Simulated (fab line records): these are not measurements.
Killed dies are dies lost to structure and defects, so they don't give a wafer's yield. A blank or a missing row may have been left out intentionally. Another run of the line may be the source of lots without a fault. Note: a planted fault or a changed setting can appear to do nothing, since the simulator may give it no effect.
fab line records + flow n5-finfet
[record]
- lots = 4
- wafers = 10
- last-day = 18
route steps=1938 shown BEOL_M10@1500 BEOL_M11@1536 BEOL_M15@1830 PASSIVATION@1936
lots that met no fault: taken from a fault-free run of the same line
start-h: hours from the record's opening day to when the first of the lot's shown wafers began + wait-h: how many hours have passed since the lot's step before this one + " same as the row above + L1.1+2: a single row standing in for several wafers + - no value present, or no start provided + * or withheld: withheld + < > ~ a bound
route shown NAME@n: NAME is a module with steps in the file, n the number in the route of the first one + usual: the fault-free wafers' mean and standard deviation + same: alike in all rows + chamber/n: place in a boat + sites: each site's reading + _std_site: their standard deviation + _edge_site: inner sites' mean taken away from outer sites' mean + radius-mm: for every site, how far away it sits from the centre of the wafer + mask NAME#n: copy n + behind: the last tool/chamber to shape the wafer + hold: why the lot went on hold/how many hours it stayed there/how the hold came to an end + device: whichever transistor did not switch (one of n, p or np) + end of line: the route-end tests of the same wafers + a step without rows: its recipe alone + killed: at the first sort, the dies lost to defects and structure; wafer yield is something else + map: dies across one wafer; x = killed, . = not, _ = none there
set.NAME: the setting that was run; set.NAME@STEP: the one run at that earlier step + model.NAME: the simulator's own value behind a step, which no gauge read
a table for each step, a row for each wafer; lots at some steps of the route
services: when a tool's chamber went out of use (start-h, in hours from the record's first day, below 0 if earlier), for how many hours, and the reason
[[steps]]
[step N5_BEOL_M10_PEB_26]
[recipe]
- peb-temp-c = withheld
- peb-time-s = 60
- resist = CAR-ArF
[step N5_BEOL_M10_DEVELOP_27]
[recipe]
- develop-time-s = 30
- developer = TMAH
- resist = CAR-ArF
- rinse-liquid = diw
- dry = air-spin
- dev-temp-c = 23
[step N5_BEOL_M10_DESCUM_33]
[recipe]
- chemistry = O2
- time-s = 7.9
- source-power-w = 50
- bias-power-w = 20
- pressure-mtorr = 20
- rf-frequency-hz = 2.712e+07
- temp-c = 40
- resist = CAR-ArF
- o2-flow-sccm = 225
[step N5_BEOL_M10_ETCH_65]
[recipe]
- chemistry = CF4
- target = SiARC
- target-depth-a = 390
- mask-material = CAR-ArF
- time-s = 65
- ion-energy-ev = 80
- pressure-mtorr = 40
- source-w = 545
- bias-w = 36
- Ar_flow_sccm = 100
- cf4-flow-sccm = 100
- ends = cleared
[step N5_BEOL_M10_ETCH_66]
[recipe]
- chemistry = N2/H2
- target = SOC
- target-depth-a = 1200
- overetch-a = 240
- mask-material = SiARC
- temp-c = 40
- time-s = 180
- ion-energy-ev = 200
- pressure-mtorr = 30
- source-w = 840
- bias-w = 150
- n2-flow-sccm = 200
- h2-flow-sccm = 200
[step N5_BEOL_M10_STRIP_69]
[recipe]
- chemistry = N2/H2
- temp-c = 40
- n2-flow-sccm = 200
- h2-flow-sccm = 200
- rf-frequency-hz = 6e+07
[step N5_BEOL_M10_VIA_ETCH_34]
[recipe]
- chemistry = C4F6/O2
- target = SiCOH_lowk
- target-depth-a = 1845
- mask-material = SOC
- taper-deg = 4
- time-s = 69.2
- ion-energy-ev = 250
- pressure-mtorr = 30
- source-w = 345
- bias-w = 185
- Ar_flow_sccm = 300
- C4F6_flow_sccm = 10
- O2_flow_sccm = 10
[step N5_BEOL_M10_STRIP_73]
[recipe]
- chemistry = C4F6/O2
- resist = SiARC
- rf-frequency-hz = 6e+07
[step N5_BEOL_M10_STRIP_36]
[recipe]
- chemistry = N2/H2
- power-w = 450
- temp-c = 40
- pressure-mtorr = 20
- rf-frequency-hz = 6e+07
- overash-fraction = 0.3
- bias-power-w = 7
- h2-frac = 0.5
- n2-flow-sccm = 200
- h2-flow-sccm = 200
[step N5_BEOL_M10_TRENCH_ETCH_37]
[recipe]
- chemistry = C4F6/O2
- target-depth-a = 1488.3
- target = SiCOH_lowk
- time-s = 48
- ion-energy-ev = 250
- pressure-mtorr = 30
- source-w = 345
- bias-w = 185
- Ar_flow_sccm = 300
- C4F6_flow_sccm = 10
- O2_flow_sccm = 10
[usual]
- drypump-motor-current-A = 5.9/0.44
- oes-product-au = 0.82/0.11
- rf-fwd-power-W = 341.1/1.8
- rf-vpp-V = 665/15
- showerhead-plenum-p-Torr = 2.83/0.084
- throttle-valve-pct = 20.87/0.23
| lot.wafer | tool        | chamber | start-h | wait-h | drypump-motor-current-A | oes-product-au | rf-fwd-power-W | rf-hours-counter-h | rf-vpp-V | showerhead-plenum-p-Torr | throttle-valve-pct | model.BEOL_M10.feature-depth-nm | model.etch.depth-nm | model.TiN_of_BEOL_M10_HM_DEP_02.thk-nm |
|-----------|-------------|---------|---------|--------|-------------------------|----------------|----------------|--------------------|----------|--------------------------|--------------------|---------------------------------|---------------------|----------------------------------------|
| L644.1    | rie-diel-03 | 3       | 230.58  | -      | 5.9                     | 0.71           | 343.3          | 215                | 648      | 2.83                     | 20.75              | 151.4                           | 151.4               | 15.8                                   |
| L644.4    | "           | 2       | "       | "      | 5.4                     | 1.00           | 340.8          | -                  | 648      | 2.80                     | 20.57              | 152.4                           | 152.5               | 15.8                                   |
| L644.5    | "           | 1       | "       | "      | 6.3                     | 0.76           | 342.8          | -                  | 647      | 2.87                     | 21.04              | 148                             | 148.1               | 15.8                                   |
| L655.1    | rie-diel-03 | 0       | 302.51  | -      | 6.3                     | 1.18           | 340.9          | 21                 | 658      | 2.78                     | 20.77              | 213                             | 213.1               | 14.2                                   |
| L655.4    | "           | 1       | "       | "      | 6.4                     | 0.92           | 341.4          | 164                | 647      | 2.85                     | 21.16              | 207.8                           | 207.7               | 14.2                                   |
| L659.1    | rie-diel-03 | 1       | 312.92  | -      | 6.4                     | 0.91           | 339.2          | 170                | 645      | 2.85                     | 21.17              | 206.2                           | 206.2               | 14.2                                   |
| L659.2    | "           | 0       | "       | "      | 6.3                     | 0.93           | 341.7          | 26                 | 659      | 2.77                     | 20.67              | 151.6                           | 151.6               | 15.6                                   |
| L667.2    | rie-diel-05 | 0       | 374.33  | -      | 5.7                     | 0.92           | 343.6          | 39                 | 666      | 2.90                     | 20.50              | 152.8                           | 152.8               | 15.8                                   |
| L667.4    | "           | 3       | "       | "      | 6.5                     | 0.95           | 342.0          | 17                 | 670      | 2.91                     | 20.98              | 154.2                           | 154.2               | 16                                     |
| L667.6    | "           | 0       | "       | "      | 5.8                     | 0.91           | 343.9          | -                  | 667      | 2.89                     | 20.48              | 151.2                           | 151.1               | 16                                     |
[step N5_BEOL_M10_ETCH_41]
[recipe]
- chemistry = CH3F/O2
- target = SiCN
- target-depth-a = 426
- taper-deg = 2
- time-s = 86
- ion-energy-ev = 120
- mask-material = TiN
- pressure-mtorr = 30
- source-w = 395
- bias-w = 75
- Ar_flow_sccm = 150
- CH3F_flow_sccm = 30
- O2_flow_sccm = 20
[step N5_BEOL_M10_STRIP_77]
[recipe]
- chemistry = N2/H2
- time-s = 10
- power-w = 450
- temp-c = 40
- pressure-mtorr = 20
- rf-frequency-hz = 6e+07
- bias-power-w = 7
- n2-flow-sccm = 200
- h2-flow-sccm = 200
[step N5_BEOL_M10_OCD_MEAS_38]
[usual]
- trench-depth-nm = 149.9/2.8
| lot.wafer | tool   | chamber | start-h | wait-h | trench-depth-nm |
|-----------|--------|---------|---------|--------|-----------------|
| L644.1    | ocd-02 | -       | 230.76  | -      | 151.6           |
| L644.4    | "      | -       | "       | "      | 152.0           |
| L644.5    | "      | -       | "       | "      | 148.0           |
| L655.1    | ocd-01 | -       | 302.70  | -      | 212.8           |
| L655.4    | "      | -       | "       | "      | 207.7           |
| L659.1    | ocd-01 | -       | 313.11  | -      | 206.4           |
| L659.2    | "      | -       | "       | "      | 151.5           |
| L667.2    | ocd-01 | -       | 374.51  | -      | 152.6           |
| L667.4    | "      | -       | "       | "      | 154.6           |
| L667.6    | "      | -       | "       | "      | 151.3           |
[step N5_BEOL_M10_HM_STRIP_39]
[recipe]
- chemistry = peroxide-tin-strip
- material = TiN
- target-depth-a = 250
- temp-c = 50
- time-s = 158
[step N5_BEOL_M10_SRD_40]
[recipe]
- time-s = 30
- temp-c = 23
- rinse-liquid = diw
- dry = ipa-marangoni
[step N5_BEOL_M10_PRECLEAN_42]
[recipe]
- chemistry = residue-remover
- time-s = 60
- temp-c = 40
[step N5_BEOL_M10_SRD_43]
[recipe]
- time-s = 30
- temp-c = 23
- rinse-liquid = diw
- dry = ipa-marangoni
[step N5_BEOL_M10_CURE_72]
[recipe]
- temp-c = 370
- time-s = 120
- ambient = DMADMS/He
- material = SiCOH_lowk
[step N5_BEOL_M10_DEGAS_44]
[recipe]
- ambient = vacuum
- temp-c = 250
- time-s = 60
[step N5_BEOL_M10_PRE_CLEAN_45]
[recipe]
- gas = H2/He
- time-s = 30
- temp-c = 250
[step N5_BEOL_M10_ALD_74]
[recipe]
- material = TaN
- target-thk-a = 20
- temp-c = 275
- ald-precursor-family = PDMAT
- ald-co-reactant = NH3
- pressure-torr = 3
- carrier-flow-sccm = 1500
- pulse-time-s = 2
- purge-time-s = 3
- co-reactant-purge-time-s = 2
- co-reactant-pulse-time-s = 3
- ald-cycles = 40
- precursor-vessel-temp-c = 75
- precursor-vessel-pressure-torr = 26.25
- precursor-vessel-carrier-sccm = 1000
[step N5_BEOL_M10_SURFACE_TREAT_76]
[recipe]
- gas = Ar
- time-s = *
- ion-energy-ev = *
- ion-current-ma-cm2 = 0.5
- pressure-mtorr = *
- ar-flow-sccm = 30
[step N5_BEOL_M10_CVD_75]
[recipe]
- material = Co
- target-thk-a = 20
- temp-c = withheld
- precursor = CCTBA/H2
- pressure-torr = 30
- time-s = 138.9
[step N5_BEOL_M10_SPUTTER_48]
[recipe]
- material = Cu
- target-thk-a = 120
- temp-c = -20
- bias-v = 60
- power-w = 26000
- chamber-pressure-pa = 0.13
- time-s = 2
[step N5_BEOL_M10_ECD_50]
[recipe]
- material = Cu
- target-thk-a = 3180
[step N5_BEOL_M10_ANNEAL_51]
[recipe]
- temp-c = 225
- time-s = 90
- ambient = N2
[step N5_BEOL_M10_CMP_52]
[recipe]
- stop-on = SiCOH_lowk
- t-overpolish-s = 7
- down-force-psi = 1
- platen-rpm = 50
- clearing-platen-down-force-psi = 1.5
- clearing-platen-rpm = 50
- post-cmp-clean = cu-alkaline
- target-thk-nm = 140
- clearing-platen-pad-velocity-m-s = 0.99484
- pad-velocity-m-s = 0.99484
[usual]
- motor-current-A = 6.1/0.48
- platen-rpm = 50.00/0.031
- slurry-filter-dp-kPa = 13.49/0.14
| lot.wafer | tool   | chamber | start-h | wait-h | motor-current-A | platen-rpm | slurry-filter-dp-kPa | model.Cu_of_BEOL_M10_ECD_50.thk-nm |
|-----------|--------|---------|---------|--------|-----------------|------------|----------------------|------------------------------------|
| L644.1    | cmp-01 | 2       | 235.51  | 0.3    | 6.0             | 50.00      | 13.49                | 142.6                              |
| L644.4    | "      | 0       | "       | "      | 5.8             | 50.02      | 13.62                | 142.8                              |
| L644.5    | "      | 3       | "       | "      | 6.0             | 50.00      | 13.47                | 139.4                              |
| L655.1    | cmp-02 | 0       | 305.56  | 0.3    | 6.6             | 50.01      | 13.38                | 204.4                              |
| L655.4    | "      | 2       | "       | "      | 6.0             | 50.06      | 13.68                | 198.8                              |
| L659.1    | cmp-04 | 0       | 315.75  | 0.3    | 6.6             | 49.99      | 13.62                | 199.4                              |
| L659.2    | "      | 3       | "       | "      | 5.9             | 49.98      | 13.45                | 143.2                              |
| L667.4    | cmp-01 | 2       | 376.90  | 0.2    | 6.2             | 49.95      | 13.68                | 144                                |
| L667.2    | "      | 3       | "       | "      | 6.4             | 49.97      | 13.26                | 143.8                              |
| L667.6    | "      | 0       | "       | "      | 5.8             | 50.03      | 13.59                | 142.4                              |
[step N5_BEOL_M10_THK_MEAS_53]
[recipe]
- thk-meas-gauge = xrf
- reads = Cu_of_BEOL_M10_ECD_50
[usual]
- M10_THK = 140/3
| lot.wafer | tool          | chamber | start-h | wait-h | M10_THK[nm] |
|-----------|---------------|---------|---------|--------|-------------|
| L644.1    | film-metro-02 | -       | 235.80  | -      | 142         |
| L644.4    | "             | -       | "       | "      | 141         |
| L644.5    | "             | -       | "       | "      | 139         |
| L655.1    | film-metro-02 | -       | 305.86  | -      | 202         |
| L655.4    | "             | -       | "       | "      | 197         |
| L659.1    | film-metro-01 | -       | 316.05  | -      | 201         |
| L659.2    | "             | -       | "       | "      | 144         |
| L667.2    | film-metro-01 | -       | 377.12  | -      | 143         |
| L667.4    | "             | -       | "       | "      | 143         |
| L667.6    | "             | -       | "       | "      | 141         |
[step N5_BEOL_M10_PRE_CLEAN_55]
[recipe]
- gas = NH3
- time-s = 15
- temp-c = withheld
- rf-power-w = 300
[step N5_BEOL_M10_DEP_56]
[recipe]
- material = SiCN
- target-thk-a = 150
- temp-c = withheld
- precursor = 3MS/NH3
- pressure-torr = 3
- rf-w = 202
- time-s = 26.5
[step N5_BEOL_M10_RS_MEAS_57]
[recipe]
- thk-meas-gauge = four-point-probe
- reads = Cu_of_BEOL_M10_ECD_50+Co_of_BEOL_M10_CVD_75+TaN_of_BEOL_M10_ALD_74
[usual]
- M10_RS = 0.150/0.0034
| lot.wafer | tool          | chamber | start-h | wait-h | M10_RS[ohm/sq] |
|-----------|---------------|---------|---------|--------|----------------|
| L644.1    | film-metro-02 | -       | 235.94  | 0.1    | 0.148          |
| L644.4    | "             | -       | "       | "      | 0.148          |
| L644.5    | "             | -       | "       | "      | 0.152          |
| L655.1    | film-metro-02 | -       | 306.00  | 0.1    | 0.100          |
| L655.4    | "             | -       | "       | "      | 0.103          |
| L659.1    | film-metro-01 | -       | 316.18  | 0.1    | 0.103          |
| L659.2    | "             | -       | "       | "      | 0.147          |
| L667.2    | film-metro-01 | -       | 377.25  | 0.1    | 0.146          |
| L667.4    | "             | -       | "       | "      | 0.146          |
| L667.6    | "             | -       | "       | "      | 0.148          |
[step N5_BEOL_M11_ILD_DEP_00]
[recipe]
- material = SiCOH_lowk
- target-thk-a = 3085.1
- temp-c = 300
- precursor = DEMS/porogen
- pressure-torr = 5
- rf-w = 500
- time-s = 58
[step N5_BEOL_M11_CURE_71]
[recipe]
- temp-c = 385
- time-s = 240
- ambient = He/Ar
- material = SiCOH_lowk
[step N5_BEOL_M11_PECVD_70]
[recipe]
- material = SiO2
- target-thk-a = 200
- temp-c = 400
- precursor = TEOS/O2
- pressure-torr = 5.5
- rf-w = 450
- teos-flow-sccm = 53.8
- gas = O2
- flow-sccm = 3000
- time-s = 22.7
[step N5_BEOL_M11_HM_DEP_02]
[recipe]
- material = TiN
- target-thk-a = 200
- temp-c = 25
- chamber-pressure-pa = 0.49996
[step N5_BEOL_M11_COAT_59]
[recipe]
- resist = SOC
- temp-c = 250
- time-s = 60
- spin-rpm = 1500
- resist-thk-nm = 100
[step N5_BEOL_M15_RC_MEAS_101]
[usual]
- COMB_M11 = 1.4e-11/3.3e-12
- COMB_M12 = 5.9e-12/1.4e-12
- COMB_M13 = 4.6e-12/1.1e-12
- COMB_M14 = 3.4e-12/8.9e-13
- COMB_M14_max_site = 5e-12/1.3e-12
- COMB_M15 = 2.1e-12/7.4e-13
- COMB_M5 = 3.6e-11/6.7e-12
- COMB_M6 = 2.5e-11/5.9e-12
- COMB_M7 = 2.5e-11/4.5e-12
- COMB_M8 = 2.5e-11/4.7e-12
- COMB_M9 = 1.4e-11/3.3e-12
- SERP_M10 = 3.04/0.084
- SERP_M10_max_site = 3.13/0.09
- SERP_M11 = 3.07/0.085
- SERP_M12 = 0.633/0.016
- SERP_M13 = 0.309/0.0058
- SERP_M14 = 0.159/0.0042
- SERP_M5 = 39.2/2
- SERP_M6 = 13.7/0.54
- SERP_M7 = 13.9/0.51
- SERP_M8 = 13.5/0.49
- SERP_M9 = 3.09/0.087
| lot.wafer | tool      | chamber | start-h | wait-h | COMB_M11[S/m] | COMB_M12[S/m] | COMB_M13[S/m] | COMB_M14[S/m] | COMB_M14_max_site[S/m] | COMB_M15[S/m] | COMB_M5[S/m] | COMB_M6[S/m] | COMB_M7[S/m] | COMB_M8[S/m] | COMB_M9[S/m] | SERP_M10[ohm/um] | SERP_M10_max_site[ohm/um] | SERP_M11[ohm/um] | SERP_M12[ohm/um] | SERP_M13[ohm/um] | SERP_M14[ohm/um] | SERP_M5[ohm/um] | SERP_M6[ohm/um] | SERP_M7[ohm/um] | SERP_M8[ohm/um] | SERP_M9[ohm/um] |
|-----------|-----------|---------|---------|--------|---------------|---------------|---------------|---------------|------------------------|---------------|--------------|--------------|--------------|--------------|--------------|------------------|---------------------------|------------------|------------------|------------------|------------------|-----------------|-----------------|-----------------|-----------------|-----------------|
| L644.1    | prober-01 | 0       | 271.39  | 0.0    | 1.1e-11       | 4.9e-12       | 4.4e-12       | 2.1e-12       | 3.3e-12                | 1.9e-12       | 3.6e-11      | 2.3e-11      | 2.7e-11      | 2e-11        | 1.5e-11      | 3.00             | 3.07                      | 3.08             | 0.611            | 0.310            | 0.163            | 36.7            | 14.3            | 13.7            | 13.5            | 3.08            |
| L644.4    | "         | 0       | "       | "      | 1.3e-11       | 7.4e-12       | 4.8e-12       | 2.7e-12       | 4.5e-12                | 1.5e-12       | 3.9e-11      | 1.4e-11      | 3e-11        | 1.7e-11      | 1.7e-11      | 3.05             | 3.09                      | 3.17             | 0.605            | 0.320            | 0.157            | 39.5            | 13.9            | 14.2            | 13.5            | 3.10            |
| L644.5    | "         | 0       | "       | "      | 1.2e-11       | 7.7e-12       | 3e-12         | 4.6e-12       | 8e-12                  | 1.5e-12       | 4.1e-11      | 2e-11        | 2.4e-11      | 2.3e-11      | 1.6e-11      | 3.05             | 3.18                      | 3.06             | 0.637            | 0.318            | 0.155            | 39.4            | 13.4            | 14.0            | 14.3            | 3.22            |
| L655.1    | prober-01 | 0       | 333.71  | 0.0    | 1.6e-11       | 9.1e-12       | 2.9e-12       | 2.5e-12       | 3.7e-12                | 1.5e-12       | 2.4e-11      | 1.9e-11      | 2.5e-11      | 2.5e-11      | 1.6e-11      | 2.02             | 2.05                      | 3.02             | 0.635            | 0.312            | 0.168            | 37.4            | 14.0            | 13.7            | 12.1            | 3.09            |
| L655.4    | "         | 0       | "       | "      | 1.8e-11       | 5.5e-12       | 4.1e-12       | 3.3e-12       | 5.3e-12                | 2e-12         | 3.7e-11      | 2.1e-11      | 3.5e-11      | 2.6e-11      | 1.4e-11      | 2.08             | 2.14                      | 3.13             | 0.618            | 0.298            | 0.160            | 38.9            | 15.5            | 13.4            | 13.0            | 2.97            |
| L659.1    | prober-02 | 0       | 364.31  | 0.0    | 1.7e-11       | 3.7e-12       | 5.5e-12       | 5.1e-12       | 7.8e-12                | 2e-12         | 3.7e-11      | 2.3e-11      | 1.9e-11      | 2.7e-11      | 2e-11        | 2.10             | 2.14                      | 3.15             | 0.623            | 0.304            | 0.155            | 40.9            | 13.0            | 13.1            | 13.1            | 3.05            |
| L659.2    | "         | 0       | "       | "      | 1.5e-11       | 4.4e-12       | 4.9e-12       | 3.7e-12       | 5e-12                  | 2.6e-12       | 3.7e-11      | 2.7e-11      | 2.6e-11      | 1.9e-11      | 1.4e-11      | 3.05             | 3.10                      | 3.10             | 0.635            | 0.311            | 0.152            | 40.4            | 14.6            | 14.3            | 13.1            | 3.10            |
| L667.2    | prober-01 | 0       | 416.51  | 0.2    | 1.1e-11       | 6e-12         | 7.5e-12       | 3e-12         | 3.7e-12                | 1.8e-12       | 3.9e-11      | 4e-11        | 2.9e-11      | 2.2e-11      | 1e-11        | 3.00             | 3.12                      | 3.16             | 0.634            | 0.313            | 0.160            | 32.6            | 13.7            | 14.2            | 13.2            | 3.16            |
| L667.4    | "         | 0       | "       | "      | 1.1e-11       | 3.7e-12       | 5e-12         | 2.2e-12       | 2.9e-12                | 2.4e-12       | 3.2e-11      | 3.4e-11      | 2.2e-11      | 2.1e-11      | 1e-11        | 2.87             | 3.04                      | 3.10             | 0.663            | 0.305            | 0.159            | 34.2            | 14.3            | 13.6            | 13.3            | 3.12            |
| L667.6    | "         | 0       | "       | "      | 1.6e-11       | 4.1e-12       | 3.9e-12       | 2.7e-12       | 3.7e-12                | 1e-12         | 3.9e-11      | 3.3e-11      | 2.9e-11      | 3.5e-11      | 9e-12        | 2.92             | 3.13                      | 3.24             | 0.649            | 0.312            | 0.163            | 31.0            | 13.2            | 14.1            | 12.9            | 3.12            |
// sites SERP_M10 radius-mm=0,75,75,75,75,140,140,140,140
L644.1 2.95 2.99 3.06 2.98 3.01 2.99 3.07 3.00 3.03
L655.1 2.03 2.02 2.03 2.03 2.05 1.99 2.00 1.95 1.97
L659.1 2.02 2.07 2.08 2.05 2.10 2.14 2.10 2.11 2.14
L667.2 2.88 2.98 2.91 3.00 2.90 3.03 3.09 3.12 3.00
[step N5_PASSIVATION_PROBE_49]
[usual]
- defect-limited-yield = 91.3/1.3
- killed_at_M0_to_M3 = 35/9.3
- killed_at_M4_up = 14/5.2
- killed-at-contacts = 12/5.9
- killed-at-front-end = 38/11
- killed-at-other = 4/3.7
- killed-dies = 103/15
- killed-open = 67/12
- killed-short = 34/8
- sort_bin_5_function = 5.1/0.88
- sort_bin_6_memory = 3.3/0.65
- sort-n-pass = 1077/15
- sort-yield-pct = 91.3/1.3
[same]
- gross-dies = 1180
- killed-at-back-side = 0
- sort_bin_4_leakage[%] = 0
- sort_bin_8_speed[%] = 0
| lot.wafer | tool      | chamber | start-h | wait-h | defect-limited-yield[%] | killed_at_M0_to_M3 | killed_at_M4_up | killed-at-contacts | killed-at-front-end | killed-at-other | killed-dies | killed-open | killed-short | sort_bin_5_function[%] | sort_bin_6_memory[%] | sort-n-pass | sort-yield-pct[%] |
|-----------|-----------|---------|---------|--------|-------------------------|--------------------|-----------------|--------------------|---------------------|-----------------|-------------|-------------|--------------|------------------------|----------------------|-------------|-------------------|
| L644.1    | prober-01 | -       | 285.11  | 0.3    | 89.5                    | 51                 | 12              | 22                 | 31                  | 8               | 124         | 73          | 50           | 5.7                    | 4.3                  | 1056        | 89.5              |
| L644.4    | prober-01 | -       | 285.26  | 0.4    | 91.2                    | 43                 | 10              | 22                 | 25                  | 4               | 104         | 75          | 29           | 5.0                    | 3.6                  | 1076        | 91.2              |
| L644.5    | prober-01 | -       | 285.31  | 0.5    | 90.3                    | 57                 | 4               | 10                 | 37                  | 7               | 115         | 65          | 47           | 5.3                    | 3.9                  | 1065        | 90.3              |
| L655.1    | prober-02 | -       | 361.28  | 0.0    | 90.8                    | 24                 | 23              | 12                 | 47                  | 2               | 108         | 75          | 33           | 5.1                    | 3.6                  | 1072        | 90.8              |
| L655.4    | prober-02 | -       | 361.43  | 0.2    | 89.8                    | 34                 | 11              | 7                  | 59                  | 9               | 120         | 89          | 31           | 6.6                    | 3.2                  | 1060        | 89.8              |
| L659.1    | prober-02 | -       | 380.90  | 0.3    | 90.6                    | 43                 | 19              | 7                  | 40                  | 2               | 111         | 72          | 36           | 5.8                    | 3.4                  | 1069        | 90.6              |
| L659.2    | prober-02 | -       | 380.95  | 0.4    | 92.5                    | 33                 | 11              | 8                  | 35                  | 2               | 89          | 60          | 28           | 4.2                    | 3.2                  | 1091        | 92.5              |
// killed by level:class
L644.1 BEOL_M0_SAQP:geometric-particle:short=22 MOL_CONTACT_COAG:geometric-particle:open=16 BEOL_M0_SAQP:geometric-particle:open=10 FIN_SAQP:geometric-particle:open=9 MOL_CONTACT_COAG:geometric-particle:short=6 FIN_SAQP:geometric-particle:short=5 DUMMY_GATE:geometric-particle:open=5 BEOL_M2:geometric-particle:open=5
L644.4 MOL_CONTACT_COAG:geometric-particle:open=20 BEOL_M0_SAQP:geometric-particle:open=15 BEOL_M0_SAQP:geometric-particle:short=12 BEOL_M4:geometric-particle:open=8 BEOL_M3:geometric-particle:open=6 GATE_CUT:geometric-particle:short=4 BEOL_M1:geometric-particle:open=4 FIN_SAQP:geometric-particle:open=3
L644.5 BEOL_M0_SAQP:geometric-particle:short=15 BEOL_M0_SAQP:geometric-particle:open=14 STI_FIN_REVEAL:geometric-particle:open=13 MOL_CONTACT_COAG:geometric-particle:open=10 BEOL_M2:geometric-particle:short=8 BEOL_M1:geometric-particle:short=5 BEOL_M1:geometric-particle:open=4 ILD0:geometric-particle:open=3
L655.1 STI_FIN_REVEAL:geometric-particle:open=12 MOL_CONTACT_COAG:geometric-particle:open=11 BEOL_M5:geometric-particle:open=9 FIN_SAQP:geometric-particle:open=7 DUMMY_GATE:geometric-particle:open=7 GATE_CUT:geometric-particle:short=7 BEOL_M0_SAQP:geometric-particle:open=5 BEOL_M1:geometric-particle:open=5
L655.4 FIN_SAQP:geometric-particle:open=20 STI_FIN_REVEAL:geometric-particle:open=14 BEOL_M0:geometric-particle:open=8 BEOL_M0_SAQP:geometric-particle:open=8 BEOL_M2:geometric-particle:open=8 MOL_CONTACT_COAG:geometric-particle:open=6 DUMMY_GATE:geometric-particle:open=6 FIN_SAQP:geometric-particle:short=5
L659.1 STI_FIN_REVEAL:geometric-particle:open=11 BEOL_M3:geometric-particle:open=9 DUMMY_GATE:geometric-particle:open=8 BEOL_M2:geometric-particle:open=8 BEOL_M0_SAQP:geometric-particle:short=7 BEOL_M1:geometric-particle:open=7 FIN_SAQP:geometric-particle:open=6 BEOL_M4:geometric-particle:short=6
L659.2 BEOL_M3:geometric-particle:open=10 STI_FIN_REVEAL:geometric-particle:open=7 MOL_CONTACT_COAG:geometric-particle:open=6 BEOL_M1:geometric-particle:open=6 DUMMY_GATE:geometric-particle:open=5 BEOL_M2:geometric-particle:open=5 FIN_SAQP:geometric-particle:short=4 FIN_SAQP:geometric-particle:open=4
[[services]]
| tool        | chamber | start-h | hours | kind                          |
|-------------|---------|---------|-------|-------------------------------|
| cmp-01      | -       | 207.65  | 1.6   | repair                        |
| cmp-02      | -       | 210.90  | 4.0   | pm                            |
| rie-diel-03 | 1       | 217.32  | 3.5   | repair                        |
| rie-diel-03 | 0       | 221.39  | -     | clean                         |
| rie-diel-03 | 0       | 221.39  | -     | consumable-replace:focus-ring |
| rie-diel-03 | 0       | 221.39  | 21.7  | scheduled-down                |
| rie-diel-03 | 0       | 221.39  | 21.7  | vent-cycle                    |
| cmp-02      | -       | 233.10  | 0.6   | repair                        |
| rie-diel-05 | 3       | 253.97  | 1.8   | repair                        |
| rie-diel-03 | 3       | 272.91  | 8.3   | repair                        |
| cmp-04      | -       | 273.88  | 2.7   | repair                        |
| cmp-01      | -       | 276.31  | 4.0   | pm                            |
| rie-diel-03 | 2       | 308.08  | 2.5   | repair                        |
| rie-diel-03 | 3       | 308.34  | 5.9   | repair                        |
| cmp-02      | -       | 311.34  | 5.7   | pm                            |
| rie-diel-03 | 1       | 314.59  | 8.3   | repair                        |
| rie-diel-05 | 2       | 335.38  | 4.5   | repair                        |
| rie-diel-03 | 3       | 337.16  | -     | clean                         |
| rie-diel-03 | 3       | 337.16  | -     | consumable-replace:focus-ring |
| rie-diel-03 | 3       | 337.16  | 15.6  | scheduled-down                |
| rie-diel-03 | 3       | 337.16  | 15.6  | vent-cycle                    |
| cmp-02      | -       | 361.67  | 3.1   | repair                        |
| rie-diel-03 | 1       | 370.41  | 3.2   | repair                        |
| rie-diel-03 | 3       | 376.39  | 2.1   | repair                        |
[[key]]
[first-sign]
- step = N5_BEOL_M10_OCD_MEAS_38
- reading = trench-depth-nm
- direction = up
- sigmas = 21
- usual = 149.9
- struck = 209.0
[effect]
- step = N5_BEOL_M10_THK_MEAS_53
- reading = M10_THK
- direction = up
- sigmas = 20
- usual = 140
- struck = 200
[effect]
- step = N5_BEOL_M10_RS_MEAS_57
- reading = M10_RS
- direction = down
- sigmas = 14
- usual = 0.150
- struck = 0.102
[effect]
- step = N5_BEOL_M15_RC_MEAS_101
- reading = SERP_M10
- direction = down
- sigmas = 12
- usual = 3.04
- struck = 2.06
[model-effect]
- step = N5_BEOL_M10_TRENCH_ETCH_37
- value = BEOL_M10.feature-depth-nm
- without = 149.5
- struck = 209
[model-effect]
- step = N5_BEOL_M10_CMP_52
- value = Cu_of_BEOL_M10_ECD_50.thk-nm
- without = 141.4
- struck = 200.9
met-at N5_BEOL_M10_TRENCH_ETCH_37
struck-wafers L655.1,L655.4,L659.1
onset-between 230.58 302.51
[fault]
- kind = process-parameter-drift
- tool = rie-diel-03
- chamber = -
- onset-h = 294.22
- steps = N5_BEOL_M10_TRENCH_ETCH_37
- channel = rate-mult
- offset = 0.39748
- shape = step
- end-h = 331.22
- scope = struck-wafers-only
